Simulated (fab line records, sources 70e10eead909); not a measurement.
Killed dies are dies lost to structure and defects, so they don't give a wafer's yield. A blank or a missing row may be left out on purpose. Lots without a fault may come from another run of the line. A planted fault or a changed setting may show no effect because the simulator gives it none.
fab line records | flow nand_harc
record lots=6 wafers=18 last_day=24
route steps=1159 shown A_M1@1046 A_BONDPAD@1059 END@1159
lots that met no fault: from a run of the same line without faults
start_h: hours from the record's first day to the start of the lot's first wafer shown | wait_h: hours since the lot's step before | " the same as in the row above | L1.1+2: a row that stands for several wafers | - no value, or no start given | * or withheld: withheld | < > ~ a bound
route shown NAME@n: a module of which the file shows steps, and the number in the route of the first | usual: mean/standard deviation of fault-free wafers | same: alike in all rows | chamber/n: place in a boat | sites: the reading at each site | _std_site: their standard deviation | _edge_site: outer sites' mean less inner sites' | radius_mm: how far each site lies from the wafer's centre | mask NAME#n: copy n | behind: the tool/chamber that last shaped the wafer | hold: why the lot was held/for how many hours/how that ended | device: the transistor (n, p or np) that didn't switch | end of line: the same wafers' tests at the end of the route | a step without rows: its recipe alone | killed: dies lost to structure and defects at the first sort, not the wafer's yield | map: a wafer's dies, x killed, . not, _ none there
set.NAME: the setting as run; set.NAME@STEP: as run at that earlier step | model.NAME: the simulator's own value behind a step, which no gauge read
lots at some steps of the route; a table a step, a row a wafer
services: from which hour (start_h, from the record's first day; less than 0 if before it) a tool's chamber was out of use, for how many hours, and why
## steps
# step NHARC_A_M1_DEGAS_29
# recipe temp_c=250 time_s=60
# usual heater_power_w=335/40
# columns lot.wafer tool chamber start_h wait_h heater_power_w
L104.4 pvd_sputter-03 - 438.71 - 289
L104.3 " - " " 336
L104.1 " - " " 376
L107.3 pvd_sputter-01 - 461.57 - 299
L107.1 " - " " 343
L107.2 " - " " 270
L108.2 pvd_sputter-01 - 471.81 - 298
L108.3 " - " " 269
L108.5 " - " " 298
L109.3 pvd_sputter-02 - 472.27 - 378
L109.1 " - " " 379
L109.5 " - " " 347
L112.1 pvd_sputter-02 - 504.95 - 346
L112.2 " - " " 375
L112.6 " - " " 344
L120.1 pvd_sputter-01 - 540.76 - 268
L120.2 " - " " 306
L120.5 " - " " 304
# step NHARC_A_M1_PRE_CLEAN_30
# recipe time_s=30 temp_c=280 gas=H2/He
# usual heater_power_w=411/49
# columns lot.wafer tool chamber start_h wait_h heater_power_w
L104.4 pvd_sputter-03 - - - 401
L104.1 " - " " 350
L104.3 " - " " 349
L107.1 pvd_sputter-01 - - - 338
L107.3 " - " " 392
L107.2 " - " " 436
L108.2 pvd_sputter-01 - - - 396
L108.3 " - " " 425
L108.5 " - " " 392
L109.3 pvd_sputter-02 - - - 434
L109.1 " - " " 456
L109.5 " - " " 422
L112.1 pvd_sputter-02 - - - 481
L112.2 " - " " 470
L112.6 " - " " 462
L120.1 pvd_sputter-01 - - - 338
L120.2 " - " " 399
L120.5 " - " " 408
# step NHARC_A_M1_PVD_20
# recipe target_thk_a=50 bias_v=168.6 power_w=15000 chamber_pressure_pa=0.12 time_s=8.06 substrate_temp_c=50 material=TaN
# usual throttle_valve_pct=30.3/1.1
# columns lot.wafer tool chamber start_h wait_h throttle_valve_pct
L104.1 pvd_sputter-03 - - - 30.4
L104.3 " - " " 30.1
L104.4 " - " " 30.2
L107.1 pvd_sputter-01 - - - 30.9
L107.3 " - " " 31.8
L107.2 " - " " 29.8
L108.2 pvd_sputter-01 - - - 31.2
L108.3 " - " " 32.0
L108.5 " - " " 29.6
L109.1 pvd_sputter-02 - - - 29.8
L109.3 " - " " 30.7
L109.5 " - " " 30.8
L112.2 pvd_sputter-02 - - - 30.1
L112.1 " - " " 30.9
L112.6 " - " " 28.0
L120.2 pvd_sputter-01 - - - 31.5
L120.1 " - " " 30.4
L120.5 " - " " 31.7
# step NHARC_A_M1_PVD_21
# recipe target_thk_a=300 chamber_pressure_pa=5 power_w=5000 substrate_temp_c=30 time_s=20.49 material=Cu
# step NHARC_A_M1_ECD_22
# recipe target_thk_a=4000 bath_temp_c=25 material=Cu
# step NHARC_A_M1_ANNEAL_31
# recipe temp_c=225 time_s=90
# usual anneal_temp_c_max=226.2/0.42 wafer_temp_C_max=226.6/0.39
# columns lot.wafer tool chamber start_h wait_h anneal_temp_c_max wafer_temp_C_max
L104.1 rtp_anneal-02 0 439.49 - 226.6 226.6
L104.3 " 0 " " 226.5 226.8
L104.4 " 0 " " 227.1 226.8
L107.1 rtp_anneal-01 0 462.44 0.3 225.5 226.5
L107.2 " 0 " " 226.1 226.3
L107.3 " 0 " " 226.1 226.3
L108.2 rtp_anneal-02 0 472.60 0.3 226.7 226.9
L108.3 " 0 " " 226.3 227.5
L108.5 " 0 " " 227.1 226.8
L109.1 rtp_anneal-02 0 473.01 0.3 226.6 227.1
L109.3 " 0 " " 226.2 226.7
L109.5 " 0 " " 226.4 227.4
L112.1 rtp_anneal-02 0 505.83 - 226.7 227.2
L112.2 " 0 " " 226.9 226.5
L112.6 " 0 " " 226.1 227.2
L120.1 rtp_anneal-02 0 541.49 0.3 226.8 226.6
L120.2 " 0 " " 226.5 226.6
L120.5 " 0 " " 226.6 227.0
# step NHARC_A_M1_CMP_23
# recipe t_overpolish_s=20 target_thk_nm=154.34
# step NHARC_A_M1_THK_MEAS_24
# recipe thk_meas_gauge=xrf
# usual thk_nm=154.8/1.4
# columns lot.wafer tool chamber start_h wait_h thk_nm
L104.1 film_metro-01 - 440.15 - 154.7
L104.3 " - " " 155.0
L104.4 " - " " 154.7
L107.1 film_metro-02 - 463.10 - 155.9
L107.2 " - " " 156.5
L107.3 " - " " 153.5
L108.2 film_metro-02 - 473.21 - 154.6
L108.3 " - " " 154.6
L108.5 " - " " 155.0
L109.1 film_metro-01 - 473.67 - 155.9
L109.3 " - " " 154.1
L109.5 " - " " 154.5
L112.1 film_metro-01 - 506.50 - 156.4
L112.2 " - " " 155.4
L112.6 " - " " 155.7
L120.1 film_metro-01 - 542.15 - 153.5
L120.2 " - " " 152.2
L120.5 " - " " 154.9
# step NHARC_A_M1_SRD_25
# step NHARC_A_M1_INSPECT_27
# usual raw_defect_count=460/140
# columns lot.wafer tool chamber start_h wait_h raw_defect_count
L104.1 defect_inspect-01 - 440.30 0.0 269
L104.3 " - " " 377
L104.4 " - " " 435
L107.1 defect_inspect-01 - 463.26 0.0 424
L107.2 " - " " 448
L107.3 " - " " 411
L108.2 defect_inspect-01 - 473.36 0.0 383
L108.3 " - " " 515
L108.5 " - " " 501
L109.1 defect_inspect-01 - 473.82 0.0 299
L109.3 " - " " 198
L109.5 " - " " 257
L112.1 defect_inspect-02 - 506.67 0.0 346
L112.2 " - " " 433
L112.6 " - " " 361
L120.1 defect_inspect-01 - 542.31 0.0 296
L120.2 " - " " 366
L120.5 " - " " 406
# step NHARC_A_M1_PRE_CLEAN_32
# recipe time_s=12 temp_c=370 rf_power_w=300 gas=NH3
# step NHARC_A_M1_DEP_33
# recipe target_thk_a=300 temp_c=370 target_thk_nm=30 pressure_torr=3 flow_sccm=200 rf_w=450 material=SiCN
# usual heater_power_w=561/88 rf_fwd_power_W=449.2/1.4
# columns lot.wafer tool chamber start_h wait_h heater_power_w rf_fwd_power_W since_wet_clean_h
L104.3 pecvd-02 1 440.45 0.1 579 448.4 93
L104.1 " 2 " " 557 450.8 93
L104.4 " 0 " " 613 450.6 -
L107.2 pecvd-04 0 463.40 0.1 573 447.9 74
L107.3 " 1 " " 570 451.2 74
L107.1 " 2 " " 464 449.7 74
L108.2 pecvd-04 1 473.51 0.1 612 374.9 84
L108.3 " 2 " " 429 377.9 84
L108.5 " 1 " " 611 376.2 -
L109.3 pecvd-04 2 473.97 0.1 468 377.8 84
L109.1 " 0 " " 543 377.4 84
L109.5 " 2 " " 468 378.1 -
L112.1 pecvd-03 2 506.86 0.1 799 448.4 21
L112.2 " 1 " " 617 448.0 21
L112.6 " 2 " " 806 451.0 -
L120.2 pecvd-02 0 542.52 0.1 490 449.0 13
L120.1 " 2 " " 637 448.7 13
L120.5 " 0 " " 498 449.2 -
# step NHARC_A_BONDPAD_DEP_00
# recipe target_thk_a=2500 temp_c=370 target_thk_nm=250 pressure_torr=3 flow_sccm=200 rf_w=450 material=SiCN
# usual heater_power_w=606/61 rf_fwd_power_W=449.3/1.4
# columns lot.wafer tool chamber start_h wait_h heater_power_w rf_fwd_power_W since_wet_clean_h
L104.3 pecvd-02 1 - - 588 449.3 93
L104.1 " 2 " " 565 449.5 93
L104.4 " 0 " " 651 449.4 -
L107.3 pecvd-02 1 463.95 - 546 449.7 116
L107.1 " 2 " " 603 449.3 116
L107.2 " 0 " " 629 450.4 116
L108.3 pecvd-02 2 474.07 - 626 448.8 126
L108.2 " 0 " " 625 451.3 126
L108.5 " 0 " " 620 450.3 -
L109.1 pecvd-01 0 474.73 - 513 448.2 43
L109.3 " 1 " " 630 449.1 43
L109.5 " 0 " " 531 447.1 -
L112.2 pecvd-02 2 507.54 - 605 449.9 160
L112.1 " 0 " " 663 451.8 160
L112.6 " 0 " " 522 450.2 -
L120.1 pecvd-02 0 - - 588 450.1 13
L120.2 " 2 " " 632 448.1 13
L120.5 " 0 " " 590 449.7 -
# step NHARC_END_SORT_01
# recipe temp_c=25
# usual defect_limited_yield=94.9/1.7 killed_at_array=31/12 killed_at_other=0.6/0.85 killed_at_periphery=3.0/2.3 killed_dies=35/12 killed_open=3.2/1.9 killed_short=1.8/1.4 sort_bin_2_pct=1.6/0.7 sort_bin_3_pct=0.28/0.22 sort_bin_4_pct=3.3/1.2 sort_n_pass=642/12 sort_rim_yield_pct=97.7/1.5 sort_yield_pct=94.9/1.7
# same gross_dies=677 sort_bin_5_pct[%]=0 sort_bin_6_pct[%]=0 sort_bin_7_pct[%]=0 sort_bin_8_pct[%]=0 sort_rim_n_gross=106.00
# columns lot.wafer tool chamber start_h wait_h defect_limited_yield[%] killed_at_array killed_at_other killed_at_periphery killed_dies killed_open killed_short sort_bin_2_pct[%] sort_bin_3_pct[%] sort_bin_4_pct[%] sort_n_pass sort_rim_yield_pct[%] sort_yield_pct[%]
L104.1 prober-02 0 472.54 2.6 96.0 21 2 4 27 6 2 1.2 0.30 2.5 650 94.3 96.0
L104.3 prober-02 0 474.13 3.1 95.7 21 1 7 29 10 2 1.9 0.30 2.1 648 96.2 95.7
L104.4 prober-02 0 474.93 3.4 96.9 13 1 7 21 1 1 1.0 0 2.1 656 96.2 96.9
L107.1 prober-01 0 500.92 2.5 95.7 26 1 2 29 0 1 2.1 0.15 2.1 648 99.1 95.7
L107.2 prober-01 0 501.71 2.8 94.7 33 0 3 36 5 1 0.9 0.15 4.3 641 99.1 94.7
L107.3 prober-01 0 502.51 3.1 93.2 41 1 4 46 9 1 2.4 0 4.4 631 96.2 93.2
# killed by level:class
L104.1 A_CHANNEL_HOLE_D1:chamber_film_flake=5 A_CONTACT:chamber_film_flake=4 A_ONON_D1:geometric_particle:open=3 A_STAIRCASE:chamber_film_flake=3 A_SLIT:chamber_film_flake=3 A_M0:geometric_particle:open=2 THIN_TSV:chamber_film_flake=2 P_STI:geometric_particle:short=1
L104.3 A_CONTACT:chamber_film_flake=5 A_ONON_D1:geometric_particle:open=3 A_CONTACT:geometric_particle:open=3 A_SLIT:chamber_film_flake=3 P_STI:geometric_particle:open=2 P_M2:chamber_film_flake=2 A_STAIRCASE:chamber_film_flake=2 P_GATE:geometric_particle:open=1
L104.4 P_M2:chamber_film_flake=4 A_CHANNEL_HOLE_D1:chamber_film_flake=4 P_GATE:chamber_film_flake=3 A_CONTACT:chamber_film_flake=3 A_STAIRCASE:chamber_film_flake=2 A_SLIT:chamber_film_flake=2 A_CHANNEL_FILL_D1:geometric_particle:open=1 A_CHANNEL_FILL_D1:geometric_particle:short=1
L107.1 A_CHANNEL_HOLE_D1:chamber_film_flake=12 A_SLIT:chamber_film_flake=9 A_CONTACT:chamber_film_flake=2 A_STAIRCASE:chamber_film_flake=2 A_CHANNEL_FILL_D1:geometric_particle:short=1 P_STI:chamber_film_flake=1 P_M2:chamber_film_flake=1 THIN_TSV:chamber_film_flake=1
L107.2 A_CHANNEL_HOLE_D1:chamber_film_flake=11 A_SLIT:chamber_film_flake=8 A_CONTACT:geometric_particle:open=4 A_CONTACT:chamber_film_flake=4 P_STI:chamber_film_flake=2 A_WL_FILL:chamber_film_flake=2 A_STAIRCASE:chamber_film_flake=2 A_ONON_D1:geometric_particle:short=1
L107.3 A_SLIT:chamber_film_flake=13 A_CHANNEL_HOLE_D1:chamber_film_flake=11 A_STAIRCASE:chamber_film_flake=3 A_CONTACT:chamber_film_flake=3 P_M0:geometric_particle:open=2 A_CHANNEL_FILL_D1:geometric_particle:open=2 A_BLC:geometric_particle:open=2 A_ZERO_WELL:chamber_film_flake=2
## services
# columns tool chamber start_h hours kind
pecvd-01 - 418.57 13.0 pm
pecvd-01 0 418.57 14.0 vent_cycle
pecvd-01 1 418.57 14.0 vent_cycle
pecvd-01 2 418.57 14.0 vent_cycle
pecvd-03 - 423.70 0.7 repair
pvd_sputter-03 - 439.51 8.0 repair
pecvd-01 0 451.17 19.6 repair
pvd_sputter-02 - 453.76 7.9 repair
pvd_sputter-03 - 458.00 10.0 pm
pecvd-03 1 461.32 16.6 repair
pecvd-03 - 473.00 13.0 pm
pecvd-03 0 473.00 13.0 vent_cycle
pecvd-03 2 473.00 13.0 vent_cycle
pecvd-03 0 486.00 - clean
pecvd-03 0 504.35 4.1 repair
pecvd-02 - 511.29 5.7 repair
pvd_sputter-01 - 514.04 10.0 pm
pecvd-02 - 516.99 13.0 pm
pecvd-02 0 516.99 13.0 vent_cycle
pecvd-02 1 516.99 13.0 vent_cycle
pecvd-02 2 516.99 13.0 vent_cycle
pecvd-02 0 529.99 - clean
pecvd-02 1 529.99 - clean
pecvd-02 2 529.99 - clean
## key
first_sign step=NHARC_A_M1_DEP_33 reading=rf_fwd_power_W direction=down sigmas=50 usual=* struck=*
effect none on later readings
met_at NHARC_A_M1_DEP_33
struck_wafers L108.2,L108.3,L108.5,L109.1,L109.3,L109.5
fault kind=process_parameter_drift tool=pecvd-04 chamber=- onset_h=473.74 steps=NHARC_A_M1_DEP_33 channel=rf_w offset=* shape=step end_h=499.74 acts_in=* stated=*
